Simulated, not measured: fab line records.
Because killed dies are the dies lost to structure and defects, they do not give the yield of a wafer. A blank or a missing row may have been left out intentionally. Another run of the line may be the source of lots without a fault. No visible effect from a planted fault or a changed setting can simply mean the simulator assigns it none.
Chamber matching + flow nand-harc + 3 sister chambers for NHARC_A_CONTACT_DEP_85 on pecvd-02
The step deposits SiON, target thk 60 nm. 3 wafers are shown with their chamber, then 11 later ones without.

== WAFERS WITH THEIR CHAMBER ==
| wafer  | chamber | heater-power-w (W) |
|--------|---------|--------------------|
| L082.1 | 0       | 720                |
| L086.3 | 1       | 827                |
| L085.1 | 2       | 880                |

== WAFERS MISSING THEIR CHAMBER ==
| wafer  | heater-power-w (W) |
|--------|--------------------|
| L085.2 | 654                |
| L085.5 | 910                |
| L092.2 | 792                |
| L092.3 | 853                |
| L092.6 | 828                |
| L095.2 | 805                |
| L095.4 | 794                |
| L095.6 | 854                |
| L097.2 | 804                |
| L097.3 | 682                |
| L097.5 | 870                |

== CHAMBER TAKEN BY EACH ==
| wafer  | from the rows above          | in truth |
|--------|------------------------------|----------|
| L085.2 | 0                            | 0        |
| L085.5 | can't be placed: 2 or 1      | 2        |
| L092.2 | can't be placed: 1 or 0 or 2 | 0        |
| L092.3 | can't be placed: 1 or 2      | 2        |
| L092.6 | can't be placed: 1 or 2      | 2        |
| L095.2 | can't be placed: 1 or 2 or 0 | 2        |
| L095.4 | can't be placed: 1 or 0 or 2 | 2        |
| L095.6 | can't be placed: 2 or 1      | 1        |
| L097.2 | can't be placed: 1 or 2 or 0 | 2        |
| L097.3 | 0                            | 0        |
| L097.5 | can't be placed: 2 or 1      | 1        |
Correctly placed: 2 of 11. Unplaceable from these rows: 9, with the true chamber sitting among the candidates in 9. Number placed wrongly: 0.
How it was worked out, from the rows above alone: a wafer's distance from a chamber is the root of the sum, over the readings, of the square of ((its reading less the chamber's mean) divided by the reading's scatter). The wafer belongs to the nearest chamber; if the next one is less than 2 further off, it can't be placed. A chamber's mean is the mean of its shown wafers. The scatter (one wafer shown for each chamber): square how far every hidden wafer sits from the nearest shown wafer, average those squares and take the square root.
